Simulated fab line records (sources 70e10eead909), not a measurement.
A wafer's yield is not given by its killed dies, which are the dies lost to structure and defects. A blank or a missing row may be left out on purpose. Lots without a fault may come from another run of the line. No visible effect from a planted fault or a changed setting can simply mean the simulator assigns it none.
fab line records	flow nand_harc
[record] lots = 13	wafers = 39	last_day = 34
route steps=1302 shown P_ZERO_WELL@44 P_STI@83 END@1302
lots that met no fault: taken from a fault-free run of the same line
start_h: hours from the record's opening day to when the first of the lot's shown wafers began	wait_h: how many hours have passed since the lot's step before this one	" the same as in the row above	L1.1+2: several wafers, shown together as one row	- no value, or no start given	* or withheld: withheld	< > ~ a bound
route shown NAME@n: a module of which the file shows steps, and the number in the route of the first	usual: mean/standard deviation taken from wafers without a fault	same: alike in all rows	chamber/n: place in a boat	sites: the reading at each site	_std_site: the values' standard deviation	_edge_site: the outer-site mean with the inner-site mean subtracted	radius_mm: how far each site lies from the wafer's centre	mask NAME#n: copy n	behind: the tool/chamber that last shaped the wafer	hold: reason for holding the lot/hours on hold/outcome of the hold	device: transistor that didn't switch, given as n, p or np	end of line: at the end of the route, the tests of the same wafers	where a step has no rows: the recipe by itself	killed: count of dies lost to structure and defects at first sort (not the wafer's yield)	map: the dies of a wafer, with x for killed, . for not killed, _ for no die there
set.NAME: the setting the step ran with; set.NAME@STEP: the setting that earlier step ran with	model.NAME: the simulator's own value behind a step, which no gauge read
a sample of lots followed through the steps of the route, with each step as a table and each wafer as a row
services: a tool's chamber out of use, with start hour (start_h, from the record's first day; less than 0 if before it), hours out, and reason
[[steps]]
[step NHARC_P_ZERO_WELL_CD_MEAS_37]
[recipe] target_cd_nm = 720	landing_energy_ev = 500
[usual] cd_nm = 720.4/2
lot.wafer	tool	chamber	start_h	wait_h	cd_nm
L381.2	cd_sem-01	0	24.54	-	719.5
L381.5	"	0	"	"	714.3
L381.6	"	0	"	"	719.7
L383.1	cd_sem-02	0	43.96	-	721.4
L383.3	"	0	"	"	718.6
L383.4	"	0	"	"	722.2
L384.1	cd_sem-01	0	54.35	-	719.1
L384.4	"	0	"	"	719.7
L384.5	"	0	"	"	723.3
L385.1	cd_sem-02	0	65.11	-	718.8
L385.2	"	0	"	"	719.8
L385.5	"	0	"	"	720.6
L388.1	cd_sem-03	0	98.22	-	722.4
L388.2	"	0	"	"	720.8
L388.4	"	0	"	"	723.2
L389.2	cd_sem-03	0	104.22	-	719.9
L389.3	"	0	"	"	724.9
L389.5	"	0	"	"	724.2
L392.1	cd_sem-02	0	134.08	-	720.2
L392.2	"	0	"	"	720.8
L392.6	"	0	"	"	719.6
L396.3	cd_sem-02	0	174.29	-	719.8
L396.5	"	0	"	"	722.3
L396.6	"	0	"	"	721.8
L399.3	cd_sem-02	0	204.11	-	719.2
L399.4	"	0	"	"	720.1
L399.6	"	0	"	"	720.6
L400.1	cd_sem-02	0	214.61	-	721.3
L400.4	"	0	"	"	716.2
L400.6	"	0	"	"	718.7
L401.1	cd_sem-03	0	224.14	-	720.7
L401.3	"	0	"	"	720.6
L401.4	"	0	"	"	718.5
L402.1	cd_sem-03	0	234.57	-	721.6
L402.4	"	0	"	"	721.2
L402.5	"	0	"	"	721.1
L403.2	cd_sem-03	0	244.12	-	717.7
L403.3	"	0	"	"	721.8
L403.5	"	0	"	"	720.9
[step NHARC_P_STI_CD_MEAS_09]
[recipe] target_cd_nm = 200	landing_energy_ev = 500
[usual] cd_nm = 199.5/2.4
lot.wafer	tool	chamber	start_h	wait_h	cd_nm
L381.2	cd_sem-01	0	44.78	-	197.7
L381.5	"	0	"	"	196.4
L381.6	"	0	"	"	195.6
L383.1	cd_sem-01	0	67.14	-	200.9
L383.3	"	0	"	"	201.4
L383.4	"	0	"	"	203.9
L384.1	cd_sem-03	0	74.83	-	198.5
L384.4	"	0	"	"	200.3
L384.5	"	0	"	"	199.3
L385.1	cd_sem-03	0	85.54	-	197.6
L385.2	"	0	"	"	198.5
L385.5	"	0	"	"	198.3
L388.1	cd_sem-03	0	116.06	-	199.2
L388.2	"	0	"	"	199.2
L388.4	"	0	"	"	197.3
L389.2	cd_sem-01	0	122.12	-	200.8
L389.3	"	0	"	"	199.7
L389.5	"	0	"	"	198.9
L392.1	cd_sem-01	0	155.76	-	198.7
L392.2	"	0	"	"	199.2
L392.6	"	0	"	"	199.5
L396.3	cd_sem-03	0	192.53	-	199.1
L396.5	"	0	"	"	200.3
L396.6	"	0	"	"	195.6
L399.3	cd_sem-02	0	223.18	-	198.6
L399.4	"	0	"	"	195.3
L399.6	"	0	"	"	198.0
L400.1	cd_sem-02	0	233.26	-	202.2
L400.4	"	0	"	"	199.3
L400.6	"	0	"	"	203.8
L401.1	cd_sem-02	0	245.30	-	204.0
L401.3	"	0	"	"	201.8
L401.4	"	0	"	"	203.3
L402.1	cd_sem-01	0	253.89	-	201.7
L402.4	"	0	"	"	200.5
L402.5	"	0	"	"	200.8
L403.2	cd_sem-03	0	265.05	-	194.7
L403.3	"	0	"	"	196.4
L403.5	"	0	"	"	198.8
[step NHARC_P_STI_ETCH_42]
[recipe] target_depth_a = 800	overetch_a = 240	time_s = 61	ion_energy_ev = 200	n2_flow_sccm = 150	h2_flow_sccm = 150	ar_flow_sccm = 0	rf_w = 400	bias_w = 150	chemistry = N2/H2
[usual] drypump_motor_current_A = 5.7/0.53	n2_flow_sccm = 150.0/0.44	oes_product_au = 1.001/0.011	rf_vpp_V = 431/3	showerhead_plenum_p_Torr = 2.05/0.11	throttle_valve_pct = 14.171/0.0091
lot.wafer	tool	chamber	start_h	wait_h	drypump_motor_current_A	n2_flow_sccm	oes_product_au	rf_hours_counter_h	rf_vpp_V	showerhead_plenum_p_Torr	throttle_valve_pct
L381.2	rie_diel-08	0	45.14	0.1	5.7	149.9	1.003	2	433	2.15	14.167
L381.6	"	2	"	"	6.5	150.4	0.993	-	431	2.04	14.164
L381.5	"	3	"	"	6.0	149.6	0.990	-	428	1.90	14.172
L383.3	rie_diel-08	0	67.49	0.1	5.7	149.3	1.001	4	434	2.15	14.161
L383.1	"	1	"	"	4.9	150.6	1.022	4	434	2.18	14.167
L383.4	"	3	"	"	6.0	149.7	0.989	4	425	1.90	14.161
L384.4	rie_diel-01	3	75.18	0.1	6.7	150.3	1.011	1	435	2.17	14.165
L384.1	"	0	"	"	5.8	149.5	0.998	1	428	1.94	14.167
L384.5	"	3	"	"	6.7	149.6	1.015	-	434	2.17	14.186
L385.2	rie_diel-01	2	85.89	0.1	5.3	149.8	0.986	1	428	2.00	14.169
L385.1	"	0	"	"	5.8	149.5	0.999	1	428	1.94	14.166
L385.5	"	2	"	"	5.3	149.8	0.994	-	428	1.99	14.190
L388.2	rie_diel-07	0	116.41	0.1	5.4	149.7	1.008	10	427	1.93	14.177
L388.4	"	1	"	"	6.4	149.5	0.979	7	433	2.21	14.168
L388.1	"	2	"	"	5.7	149.8	0.999	9	431	2.05	14.166
L389.2	rie_diel-01	3	122.47	0.1	6.7	149.7	1.018	2	434	2.17	14.174
L389.3	"	1	"	"	5.9	150.4	0.997	2	431	2.10	14.177
L389.5	"	3	"	"	6.7	150.5	1.014	-	434	2.17	14.161
L392.2	rie_diel-07	3	156.12	0.1	5.3	150.3	1.002	2	427	1.90	14.169
L392.1	"	0	"	"	5.4	149.7	1.001	2	427	1.93	14.158
L392.6	"	2	"	"	5.6	149.6	0.871	-	430	2.05	14.179
L396.3	rie_diel-07	0	192.87	0.1	5.4	149.3	0.997	4	429	1.93	14.166
L396.5	"	3	"	"	5.3	149.4	0.866	-	426	1.90	14.172
L396.6	"	0	"	"	5.4	150.3	0.857	-	428	1.93	14.173
L399.4	rie_diel-08	2	223.53	0.1	6.5	150.2	0.993	1	429	2.03	14.165
L399.3	"	3	"	"	6.0	150.4	0.980	1	427	1.89	14.180
L399.6	"	1	"	"	4.9	150.1	1.008	-	435	2.17	14.172
L400.1	rie_diel-01	1	233.60	0.1	5.9	149.7	1.005	1	433	2.09	14.163
L400.4	"	0	"	"	5.8	149.5	0.984	1	426	1.94	14.161
L400.6	"	2	"	"	5.3	150.1	1.002	-	429	1.99	14.169
L401.1	rie_diel-01	1	245.64	0.1	5.9	150.2	1.005	2	432	2.09	14.152
L401.4	"	2	"	"	5.3	150.5	1.000	1	429	1.99	14.181
L401.3	"	0	"	"	5.8	150.0	0.999	1	427	1.94	14.186
L402.1	rie_diel-07	3	254.24	0.1	5.3	150.2	0.996	7	425	1.90	14.166
L402.4	"	0	"	"	5.4	149.6	1.016	8	428	1.93	14.171
L402.5	"	3	"	"	5.3	150.0	0.997	-	426	1.90	14.173
L403.2	rie_diel-07	2	265.41	0.1	5.7	150.1	1.012	7	432	2.05	14.182
L403.3	"	1	"	"	6.4	150.5	0.991	7	435	2.20	14.174
L403.5	"	0	"	"	5.4	150.1	0.998	-	427	1.93	14.180
[step NHARC_P_STI_CMP_21]
[recipe] t_overpolish_s = 20	target_thk_nm = 380.67
[usual] motor_current_A = 11.4/1	overpolish_run_s = 20.000/0.0096
lot.wafer	tool	chamber	start_h	wait_h	motor_current_A	overpolish_run_s
L381.2	cmp-01	0	64.97	0.4	10.0	20.004
L381.5	"	0	"	"	10.3	20.015
L381.6	"	1	"	"	12.9	20.005
L383.1	cmp-01	2	87.47	0.4	11.7	19.996
L383.3	"	3	"	"	10.6	20.000
L383.4	"	0	"	"	10.0	20.000
L384.1	cmp-01	3	93.18	0.4	11.4	19.986
L384.4	"	0	"	"	9.4	19.991
L384.5	"	2	"	"	12.6	19.987
L385.1	cmp-04	2	106.54	0.4	10.7	20.002
L385.2	"	1	"	"	11.6	20.010
L385.5	"	3	"	"	12.8	20.007
L388.1	cmp-04	3	137.27	0.4	12.3	19.992
L388.2	"	0	"	"	11.8	19.986
L388.4	"	2	"	"	10.3	19.997
L389.3	cmp-04	1	144.80	0.4	11.5	19.994
L389.2	"	3	"	"	11.9	20.004
L389.5	"	0	"	"	12.8	20.002
L392.1	cmp-03	1	177.88	0.4	9.6	20.002
L392.2	"	0	"	"	11.6	20.005
L392.6	"	1	"	"	9.8	20.009
L396.3	cmp-03	1	210.65	0.4	9.6	19.997
L396.5	"	1	"	"	9.7	19.975
L396.6	"	2	"	"	11.5	20.002
L399.4	cmp-03	2	244.94	0.4	11.3	20.006
L399.3	"	3	"	"	11.0	20.007
L399.6	"	3	"	"	11.7	20.004
L400.4	cmp-04	3	251.50	0.4	12.0	20.011
L400.1	"	2	"	"	10.5	19.997
L400.6	"	0	"	"	12.9	20.013
L401.3	cmp-04	3	267.87	0.4	12.0	19.997
L401.1	"	0	"	"	12.3	20.011
L401.4	"	1	"	"	11.2	20.012
L402.1	cmp-03	1	272.43	0.4	9.4	19.997
L402.4	"	3	"	"	11.7	19.998
L402.5	"	2	"	"	10.9	20.019
L403.2	cmp-04	3	283.51	0.4	12.5	19.990
L403.3	"	1	"	"	11.6	20.006
L403.5	"	2	"	"	11.0	20.004
[step NHARC_END_SORT_01]
[recipe] temp_c = 25
[usual] killed_at_array = 53/18	killed_at_other = 0.8/1.1	killed_at_periphery = 4.1/2.7	killed_dies = 58/18	killed_open = 3.1/1.7	killed_short = 2.7/1.7
[same] gross_dies = 677
lot.wafer	tool	chamber	start_h	wait_h	killed_at_array	killed_at_other	killed_at_periphery	killed_dies	killed_open	killed_short
L381.2	prober-01	0	574.30	2.8	56	1	4	61	2	1
L381.5	prober-01	0	576.73	3.7	62	1	10	73	1	4
L381.6	prober-01	0	577.53	4.0	38	0	10	48	7	2
L384.1	prober-02	0	600.03	2.5	59	0	9	68	0	6
L384.4	prober-02	0	602.37	3.3	65	1	6	72	2	4
L384.5	prober-02	0	603.15	3.6	62	0	2	64	1	4
L383.1	prober-02	0	607.70	2.5	30	3	5	38	3	4
L383.3	prober-02	0	609.31	3.1	39	4	9	52	3	3
L383.4	prober-02	0	610.11	3.4	48	3	6	57	7	5
L385.1	prober-01	0	607.84	2.5	40	0	11	51	4	3
L385.2	prober-01	0	608.63	2.8	69	1	11	81	1	0
L385.5	prober-01	0	610.99	3.6	39	2	5	46	2	1
L388.1	prober-02	0	651.61	2.5	32	0	3	35	1	4
L388.2	prober-02	0	652.41	2.8	17	1	9	27	4	2
L388.4	prober-02	0	654.02	3.4	21	1	5	27	2	1
L389.2	prober-01	0	658.05	2.8	96	0	2	98	3	3
L389.3	prober-01	0	658.85	3.1	74	0	5	79	4	4
L389.5	prober-01	0	660.46	3.7	66	0	2	68	2	6
L392.1	prober-01	0	678.77	2.5	37	1	4	42	2	0
L392.2	prober-01	0	679.57	2.8	44	1	3	48	2	1
L392.6	prober-01	0	682.74	4.0	51	0	3	54	4	3
L396.3	prober-01	0	699.70	3.1	89	0	5	94	7	1
L396.5	prober-01	0	701.29	3.7	74	0	3	77	3	1
L396.6	prober-01	0	702.08	4.0	82	0	5	87	3	3
L400.1	prober-01	0	752.87	2.5	89	1	5	95	1	0
L400.4	prober-01	0	755.23	3.4	71	0	1	72	4	2
L400.6	prober-01	0	756.81	3.9	70	0	4	74	3	1
L399.3	prober-01	0	763.94	3.1	37	0	3	40	4	1
L399.4	prober-01	0	764.75	3.4	29	0	5	34	3	3
L399.6	prober-01	0	766.36	4.0	35	1	2	38	3	5
L401.1	prober-01	0	770.78	2.5	50	0	4	54	0	1
L401.3	prober-01	0	772.39	3.1	65	1	6	72	2	3
L401.4	prober-01	0	773.20	3.4	60	0	4	64	3	1
L402.1	prober-02	0	770.83	2.5	51	3	1	55	2	2
L402.4	prober-02	0	773.18	3.4	46	2	4	52	5	4
L402.5	prober-02	0	773.96	3.6	45	3	3	51	2	3
L403.2	prober-01	0	805.75	2.8	35	0	1	36	2	4
L403.3	prober-01	0	806.55	3.1	44	0	10	54	4	6
L403.5	prober-01	0	808.15	3.7	39	0	6	45	3	2
// killed by level:class
L381.2 A_CHANNEL_HOLE_D2:chamber_film_flake=31 A_CHANNEL_HOLE_D1:chamber_film_flake=14 P_M1:chamber_film_flake=4 A_ZERO_WELL:chamber_film_flake=4 A_M0:geometric_particle:open=2 A_STAIRCASE:chamber_film_flake=2 STARTING-WAFER:geometric_particle:short=1 A_CHANNEL_FILL_D1:chamber_film_flake=1
L381.5 A_CHANNEL_HOLE_D1:chamber_film_flake=24 A_CHANNEL_HOLE_D2:chamber_film_flake=22 P_M1:chamber_film_flake=7 A_ZERO_WELL:chamber_film_flake=4 P_GATE:chamber_film_flake=3 A_CONTACT:chamber_film_flake=3 A_WL_FILL:chamber_film_flake=2 A_CHANNEL_HOLE_D1:geometric_particle:short=1
L381.6 A_CHANNEL_HOLE_D1:chamber_film_flake=11 A_CHANNEL_HOLE_D2:chamber_film_flake=8 P_M1:chamber_film_flake=6 A_ZERO_WELL:chamber_film_flake=5 A_M0:geometric_particle:open=3 A_M0:geometric_particle:short=2 P_GATE:chamber_film_flake=2 A_STAIRCASE:chamber_film_flake=2
L384.1 A_CHANNEL_HOLE_D1:chamber_film_flake=33 A_CHANNEL_HOLE_D2:chamber_film_flake=14 P_CONTACT:chamber_film_flake=4 A_CONTACT:chamber_film_flake=4 P_GATE:geometric_particle:short=1 A_ONON_D1:geometric_particle:short=1 A_CHANNEL_HOLE_D2:geometric_particle:short=1 A_CHANNEL_FILL_D2:geometric_particle:short=1
L384.4 A_CHANNEL_HOLE_D1:chamber_film_flake=36 A_CHANNEL_HOLE_D2:chamber_film_flake=17 P_CONTACT:chamber_film_flake=3 A_CONTACT:chamber_film_flake=3 A_STAIRCASE:chamber_film_flake=2 P_CONTACT:geometric_particle:open=1 P_M1:geometric_particle:short=1 A_SOURCE_PLATE:geometric_particle:short=1
L384.5 A_CHANNEL_HOLE_D2:chamber_film_flake=36 A_CHANNEL_HOLE_D1:chamber_film_flake=14 A_CONTACT:chamber_film_flake=4 A_ONON_D1:geometric_particle:short=1 A_CHANNEL_FILL_D1:geometric_particle:open=1 A_DECK1_JOINT:geometric_particle:short=1 A_CHANNEL_FILL_D2:geometric_particle:short=1 A_WL_FILL:geometric_particle:short=1
L383.1 A_SLIT:chamber_film_flake=17 A_CHANNEL_FILL_D2:geometric_particle:open=3 A_CHANNEL_HOLE_D2:chamber_film_flake=3 THIN_TSV:chamber_film_flake=3 P_GATE:chamber_film_flake=2 P_CONTACT:chamber_film_flake=2 A_CONTACT:chamber_film_flake=2 A_CHANNEL_FILL_D2:geometric_particle:short=1
L385.1 A_CHANNEL_HOLE_D1:chamber_film_flake=15 P_M0:chamber_film_flake=6 A_CHANNEL_HOLE_D2:chamber_film_flake=6 A_STAIRCASE:chamber_film_flake=6 A_CONTACT:chamber_film_flake=4 A_BLC:chamber_film_flake=4 P_CONTACT:geometric_particle:open=3 A_WL_FILL:geometric_particle:short=2
L385.2 A_CHANNEL_HOLE_D2:chamber_film_flake=26 A_CHANNEL_HOLE_D1:chamber_film_flake=23 A_BLC:chamber_film_flake=8 A_STAIRCASE:chamber_film_flake=5 P_GATE:chamber_film_flake=4 P_ZERO_WELL:chamber_film_flake=3 P_M0:chamber_film_flake=3 A_CONTACT:chamber_film_flake=3
L383.3 A_SLIT:chamber_film_flake=16 A_CHANNEL_HOLE_D2:chamber_film_flake=9 P_CONTACT:chamber_film_flake=4 A_CONTACT:chamber_film_flake=4 P_GATE:chamber_film_flake=3 A_ZERO_WELL:chamber_film_flake=3 THIN_TSV:chamber_film_flake=3 A_M1:geometric_particle:open=2
L383.4 A_SLIT:chamber_film_flake=24 A_CHANNEL_HOLE_D2:chamber_film_flake=4 THIN_TSV:chamber_film_flake=3 A_WL_FILL:chamber_film_flake=3 A_CONTACT:chamber_film_flake=3 P_STI:chamber_film_flake=2 A_CHANNEL_FILL_D2:chamber_film_flake=2 P_CONTACT:geometric_particle:open=1
L385.5 A_CHANNEL_HOLE_D2:chamber_film_flake=12 A_STAIRCASE:chamber_film_flake=7 A_CHANNEL_HOLE_D1:chamber_film_flake=6 A_CONTACT:chamber_film_flake=6 P_ZERO_WELL:chamber_film_flake=2 P_M0:chamber_film_flake=2 A_WL_FILL:chamber_film_flake=2 THIN_TSV:chamber_film_flake=2
L388.1 A_CHANNEL_HOLE_D2:chamber_film_flake=13 A_CHANNEL_HOLE_D1:chamber_film_flake=5 P_ZERO_WELL:chamber_film_flake=3 A_SLIT:chamber_film_flake=3 A_WL_FILL:chamber_film_flake=2 A_DECK1_JOINT:geometric_particle:open=1 A_DECK1_JOINT:geometric_particle:short=1 A_ONON_D2:geometric_particle:short=1
L388.2 P_ZERO_WELL:chamber_film_flake=6 A_CHANNEL_HOLE_D2:chamber_film_flake=6 P_GATE:chamber_film_flake=3 A_CHANNEL_FILL_D1:geometric_particle:short=2 A_CHANNEL_HOLE_D1:chamber_film_flake=2 A_WL_FILL:chamber_film_flake=2 A_ONON_D1:geometric_particle:open=1 A_CHANNEL_HOLE_D2:geometric_particle:open=1
L388.4 A_CHANNEL_HOLE_D2:chamber_film_flake=9 A_CHANNEL_HOLE_D1:chamber_film_flake=6 P_GATE:chamber_film_flake=3 P_M0:geometric_particle:open=1 A_ONON_D2:geometric_particle:open=1 A_WL_FILL:geometric_particle:short=1 P_ZERO_WELL:chamber_film_flake=1 A_DECK1_JOINT:chamber_film_flake=1
L389.2 A_SLIT:chamber_film_flake=37 A_CHANNEL_HOLE_D1:chamber_film_flake=30 A_CHANNEL_HOLE_D2:chamber_film_flake=12 A_STAIRCASE:chamber_film_flake=4 A_CONTACT:chamber_film_flake=4 A_ONON_D1:geometric_particle:short=3 P_STI:chamber_film_flake=2 A_DECK1_JOINT:chamber_film_flake=2
L389.3 A_SLIT:chamber_film_flake=26 A_CHANNEL_HOLE_D1:chamber_film_flake=16 A_CHANNEL_HOLE_D2:chamber_film_flake=13 A_STAIRCASE:chamber_film_flake=9 A_CHANNEL_HOLE_D2:geometric_particle:open=2 P_STI:chamber_film_flake=2 A_DECK1_JOINT:chamber_film_flake=2 P_CONTACT:geometric_particle:open=1
L389.5 A_SLIT:chamber_film_flake=27 A_CHANNEL_HOLE_D2:chamber_film_flake=12 A_CHANNEL_HOLE_D1:chamber_film_flake=10 A_STAIRCASE:chamber_film_flake=6 A_CONTACT:chamber_film_flake=3 A_CHANNEL_FILL_D1:geometric_particle:short=2 A_CHANNEL_FILL_D1:chamber_film_flake=2 P_CONTACT:geometric_particle:open=1
L392.1 A_SLIT:chamber_film_flake=20 A_CHANNEL_HOLE_D1:chamber_film_flake=7 P_CONTACT:chamber_film_flake=3 A_SGD_CUT:chamber_film_flake=3 A_DECK1_JOINT:chamber_film_flake=2 A_WL_FILL:chamber_film_flake=2 P_GATE:geometric_particle:open=1 A_CONTACT:geometric_particle:open=1
L392.2 A_SLIT:chamber_film_flake=31 A_CHANNEL_HOLE_D1:chamber_film_flake=3 P_CONTACT:chamber_film_flake=2 A_WL_FILL:chamber_film_flake=2 A_CONTACT:chamber_film_flake=2 A_DECK1_JOINT:geometric_particle:short=1 A_WL_FILL:geometric_particle:open=1 A_M1:geometric_particle:open=1
L392.6 A_SLIT:chamber_film_flake=36 A_DECK1_JOINT:geometric_particle:short=2 P_CONTACT:chamber_film_flake=2 A_CHANNEL_HOLE_D1:chamber_film_flake=2 A_CONTACT:chamber_film_flake=2 P_M0:geometric_particle:short=1 A_SOURCE_PLATE:geometric_particle:open=1 A_CHANNEL_FILL_D1:geometric_particle:open=1
L396.3 A_CHANNEL_HOLE_D1:chamber_film_flake=36 A_SLIT:chamber_film_flake=29 A_CONTACT:chamber_film_flake=14 A_M0:geometric_particle:open=3 P_ZERO_WELL:chamber_film_flake=3 P_CONTACT:geometric_particle:open=2 A_STAIRCASE:chamber_film_flake=2 A_DECK1_JOINT:geometric_particle:open=1
L396.5 A_SLIT:chamber_film_flake=34 A_CONTACT:chamber_film_flake=14 A_CHANNEL_HOLE_D1:chamber_film_flake=13 A_STAIRCASE:chamber_film_flake=4 P_ZERO_WELL:chamber_film_flake=2 A_ZERO_WELL:chamber_film_flake=2 A_DECK1_JOINT:geometric_particle:short=1 A_DECK1_JOINT:geometric_particle:open=1
L396.6 A_CHANNEL_HOLE_D1:chamber_film_flake=34 A_SLIT:chamber_film_flake=24 A_CONTACT:chamber_film_flake=11 A_STAIRCASE:chamber_film_flake=4 A_BLC:chamber_film_flake=4 P_ZERO_WELL:chamber_film_flake=2 P_STI:geometric_particle:short=1 A_CHANNEL_HOLE_D1:geometric_particle:open=1
L400.1 A_CHANNEL_HOLE_D1:chamber_film_flake=36 A_SLIT:chamber_film_flake=25 A_CHANNEL_HOLE_D2:chamber_film_flake=19 A_CONTACT:chamber_film_flake=4 P_GATE:chamber_film_flake=3 A_STAIRCASE:chamber_film_flake=3 P_ZERO_WELL:chamber_film_flake=2 A_M0:geometric_particle:open=1
L400.4 A_SLIT:chamber_film_flake=33 A_CHANNEL_HOLE_D2:chamber_film_flake=16 A_CHANNEL_HOLE_D1:chamber_film_flake=9 A_STAIRCASE:chamber_film_flake=2 A_CHANNEL_FILL_D2:chamber_film_flake=2 A_CHANNEL_FILL_D1:geometric_particle:open=1 A_ONON_D2:geometric_particle:open=1 A_CHANNEL_FILL_D2:geometric_particle:short=1
L400.6 A_SLIT:chamber_film_flake=35 A_CHANNEL_HOLE_D2:chamber_film_flake=17 A_CHANNEL_HOLE_D1:chamber_film_flake=13 P_GATE:chamber_film_flake=2 A_CHANNEL_FILL_D2:geometric_particle:short=1 A_SGD_CUT:geometric_particle:open=1 A_BLC:geometric_particle:open=1 A_M0:geometric_particle:open=1
L399.3 A_CHANNEL_HOLE_D1:chamber_film_flake=13 A_SLIT:chamber_film_flake=7 A_STAIRCASE:chamber_film_flake=4 A_ZERO_WELL:chamber_film_flake=3 A_CHANNEL_HOLE_D2:chamber_film_flake=3 A_CONTACT:chamber_film_flake=3 P_STI:geometric_particle:open=1 A_SOURCE_PLATE:geometric_particle:open=1
L399.4 A_CHANNEL_HOLE_D1:chamber_film_flake=10 A_SLIT:chamber_film_flake=6 A_CONTACT:chamber_film_flake=5 A_STAIRCASE:chamber_film_flake=2 P_M0:geometric_particle:short=1 P_M2:geometric_particle:open=1 A_DECK1_JOINT:geometric_particle:short=1 A_CHANNEL_HOLE_D2:geometric_particle:open=1
L399.6 A_CHANNEL_HOLE_D1:chamber_film_flake=8 A_CONTACT:chamber_film_flake=7 A_SLIT:chamber_film_flake=7 A_STAIRCASE:chamber_film_flake=6 P_GATE:geometric_particle:short=1 P_M1:geometric_particle:open=1 A_ONON_D1:geometric_particle:short=1 A_ONON_D2:geometric_particle:open=1
L401.1 A_CHANNEL_HOLE_D2:chamber_film_flake=26 A_SLIT:chamber_film_flake=8 A_CHANNEL_HOLE_D1:chamber_film_flake=7 A_CONTACT:chamber_film_flake=3 A_WL_FILL:chamber_film_flake=3 P_M2:chamber_film_flake=2 A_CHANNEL_FILL_D1:geometric_particle:short=1 P_ZERO_WELL:chamber_film_flake=1
L402.1 A_SLIT:chamber_film_flake=34 A_CONTACT:chamber_film_flake=6 A_CHANNEL_HOLE_D1:chamber_film_flake=2 A_DECK1_JOINT:chamber_film_flake=2 THIN_TSV:chamber_film_flake=2 A_ONON_D2:geometric_particle:short=1 A_CHANNEL_FILL_D2:geometric_particle:open=1 A_CONTACT:geometric_particle:open=1
L401.3 A_CHANNEL_HOLE_D2:chamber_film_flake=30 A_CHANNEL_HOLE_D1:chamber_film_flake=19 A_SLIT:chamber_film_flake=7 A_CONTACT:chamber_film_flake=6 P_M2:chamber_film_flake=2 P_GATE:geometric_particle:open=1 P_M0:geometric_particle:open=1 A_ONON_D1:geometric_particle:short=1
L402.4 A_SLIT:chamber_film_flake=21 A_CONTACT:chamber_film_flake=9 A_DECK1_JOINT:geometric_particle:open=2 P_M2:chamber_film_flake=2 A_CHANNEL_HOLE_D1:chamber_film_flake=2 A_STAIRCASE:chamber_film_flake=2 A_CHANNEL_HOLE_D1:geometric_particle:open=1 A_CHANNEL_FILL_D1:geometric_particle:open=1
L401.4 A_CHANNEL_HOLE_D2:chamber_film_flake=23 A_CHANNEL_HOLE_D1:chamber_film_flake=17 A_CONTACT:chamber_film_flake=6 A_SLIT:chamber_film_flake=5 A_STAIRCASE:chamber_film_flake=4 P_M2:chamber_film_flake=3 A_CHANNEL_FILL_D1:geometric_particle:open=1 A_BLC:geometric_particle:short=1
L402.5 A_SLIT:chamber_film_flake=30 A_CONTACT:chamber_film_flake=8 A_CHANNEL_HOLE_D1:chamber_film_flake=2 THIN_TSV:chamber_film_flake=2 P_M0:geometric_particle:open=1 A_DECK1_JOINT:geometric_particle:short=1 A_ONON_D2:geometric_particle:short=1 A_M0:geometric_particle:open=1
L403.2 A_CHANNEL_HOLE_D1:chamber_film_flake=15 A_STAIRCASE:chamber_film_flake=6 A_SLIT:chamber_film_flake=6 A_DECK1_JOINT:geometric_particle:short=2 A_CHANNEL_HOLE_D2:geometric_particle:short=1 A_CHANNEL_FILL_D2:geometric_particle:open=1 A_CHANNEL_FILL_D2:geometric_particle:short=1 A_M0:geometric_particle:open=1
L403.3 A_CHANNEL_HOLE_D1:chamber_film_flake=14 A_SLIT:chamber_film_flake=8 P_GATE:chamber_film_flake=7 A_STAIRCASE:chamber_film_flake=6 A_CONTACT:chamber_film_flake=5 A_ONON_D1:geometric_particle:short=2 A_M0:geometric_particle:open=2 P_M1:geometric_particle:short=1
L403.5 A_CHANNEL_HOLE_D1:chamber_film_flake=19 A_SLIT:chamber_film_flake=5 P_GATE:chamber_film_flake=4 A_CONTACT:chamber_film_flake=4 A_CHANNEL_HOLE_D2:chamber_film_flake=2 A_STAIRCASE:chamber_film_flake=2 A_WL_FILL:chamber_film_flake=2 P_CONTACT:geometric_particle:open=1
[[services]]
tool	chamber	start_h	hours	kind
cmp-01	-	23.29	5.0	repair
rie_diel-01	-	26.84	9.0	pm
cmp-03	-	64.00	4.0	pm
cmp-04	-	71.51	1.2	repair
cmp-01	-	87.63	4.0	pm
cmp-04	-	111.02	4.0	pm
rie_diel-08	-	116.25	0.4	repair
rie_diel-07	-	117.21	9.0	pm
rie_diel-08	0	118.73	12.2	repair
cmp-04	-	119.99	6.7	repair
rie_diel-01	-	151.81	0.9	repair
rie_diel-08	2	152.58	1.3	repair
cmp-03	-	162.00	4.0	pm
cmp-03	-	169.17	0.4	repair
cmp-03	-	184.28	2.4	repair
rie_diel-01	-	203.84	9.0	pm
cmp-04	-	209.02	4.0	pm
cmp-03	-	219.67	0.4	repair
rie_diel-07	-	245.14	1.2	repair
rie_diel-01	0	249.99	2.4	repair
rie_diel-07	3	258.78	8.9	repair
cmp-03	-	260.00	4.0	pm
cmp-03	-	269.42	0.6	repair
cmp-04	-	273.50	1.3	repair
[[key]]
[first_sign] step = NHARC_P_STI_ETCH_42	reading = oes_product_au	direction = down	sigmas = 13	usual = 1.001	struck = 0.864
effect none on later readings
met_at NHARC_P_STI_ETCH_42
struck_lots L392,L396
struck_wafers L392.6,L396.5,L396.6
tester_left_out L392,L396
not_acting_at NHARC_P_ZERO_WELL_CD_MEAS_37,NHARC_P_STI_CD_MEAS_09,NHARC_P_STI_CMP_21
onset_between 116.41 156.12
[fault] kind = process_parameter_drift	tool = rie_diel-07	chamber = -	onset_h = 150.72	steps = NHARC_P_STI_ETCH_42	channel = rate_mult	offset = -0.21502	shape = step	end_h = 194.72	scope = struck_wafers_only
// tester_left_out: of these lots the tester's yield and bins aren't shown, on N5 and GAA mostly nor the transistor test; their killed dies are dies lost to structure and defects alone, not to doping, threshold or leakage, so they don't give the yield
